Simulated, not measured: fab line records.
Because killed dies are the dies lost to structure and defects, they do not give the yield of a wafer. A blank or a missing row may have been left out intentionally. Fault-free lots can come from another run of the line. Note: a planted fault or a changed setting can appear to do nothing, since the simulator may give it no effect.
Split-lot trial    flow n5 finfet    21 wafers read from 7 lots, route of 1938 steps

== ABOUT THE SPLIT ==
At N5_PASSIVATION_VIA_ETCH_13 (etches SiO2 in CHF3/O2, target depth 660 nm, time 330 s), the setting bias w was moved away from the recipe's 170 W on 5 of the 21 wafers read, by -10.2% to +11.9%. The other wafers ran this setting at the recipe's value.

The reading is taken at the split's own step.

== THE READING ==
rf vpp V, in V, at N5_PASSIVATION_VIA_ETCH_13 (etches SiO2 in CHF3/O2, target depth 660 nm, time 330 s). Fault-free wafers of this fab line usually give 526 V, standard deviation 9.3 V.

wafer   tool, chamber at the split  bias w as run, W  against the recipe  rf vpp V, V  against lot-mates on the recipe
L077.3  rie diel-02, 1              170               recipe              531          -
L077.5  rie diel-02, 2              170               recipe              507          -
L077.6  rie diel-02, 3              170               recipe              537          -
L081.3  rie diel-01, 2              152.7             -10.2%              479          -43
L081.4  rie diel-01, 1              152.7             -10.2%              484          -38
L081.5  rie diel-01, 2              170               recipe              522          -
L085.2  rie diel-01, 2              170               recipe              523          -
L085.3  rie diel-01, 2              170               recipe              522          -
L085.5  rie diel-01, 2              170               recipe              522          -
L084.1  rie diel-03, 2              170               recipe              520          -
L084.2  rie diel-03, 1              170               recipe              542          -
L084.3  rie diel-03, 0              170               recipe              531          -
L091.1  rie diel-02, 0              170               recipe              526          -
L091.4  rie diel-02, 0              170               recipe              526          -
L091.6  rie diel-02, 1              190.2             +11.9%              580          +54
L089.1  rie diel-03, 2              170               recipe              522          -
L089.4  rie diel-03, 2              170               recipe              521          -
L089.5  rie diel-03, 1              170               recipe              541          -
L094.2  rie diel-03, 2              157.4             -7.4%               489          -31
L094.4  rie diel-03, 3              157.4             -7.4%               485          -35
L094.6  rie diel-03, 2              170               recipe              520          -

THE FIT
A straight line over all 21 wafers: rf vpp V changes by +4.62 V for each +1% of bias w; r = +0.94; the points scatter about the line by 8.1 V.
The same after taking each lot's own level away (the mean of its wafers on the recipe; 21 wafers): +4.28 V for each +1%; r = +0.94; scatter 7.4 V.
On that fit, the largest move of bias w shifts the reading by 51 V.
From 520.0 to 531.0 V: that is the span of the lots' own levels, equal to 1.2 times the standard deviation above.
Hence the lot-to-lot level has little effect on the slope; both slopes agree.
Check: +49.1 V against its lot-mates is what the line predicts for one of the wafers moved furthest among these (+11.9%) when that wafer is left out of the fit. Against them it came out at +54 V.
Tool readings at the split's step, against how far the setting was moved: rf vpp V r = +0.94.

== OTHER SPLITS ON THESE WAFERS ==
Note: prior to the reading, these wafers also went through further splits. Each is held against what the fit with the lots' levels taken away leaves over:
other split on the same wafers     wafers away from the commonest value  r with rf vpp V (lot level and that fit taken away)
N5_BEOL_M13_SPUTTER_43 time s      8                                     +0.23
N5_BEOL_M14_ILD_DEP_00 time s      5                                     +0.19
N5_BEOL_M15_TRENCH_ETCH_34 time s  8                                     -0.28
N5_BEOL_M15_SPUTTER_45 power w     6                                     -0.11
N5_MIM_TOP_ALD_01 ald cycles       5                                     +0.38

== THE FILE'S OWN FIT ==
rf vpp V changes by +4.32 V for each +1% of bias w, r = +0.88.
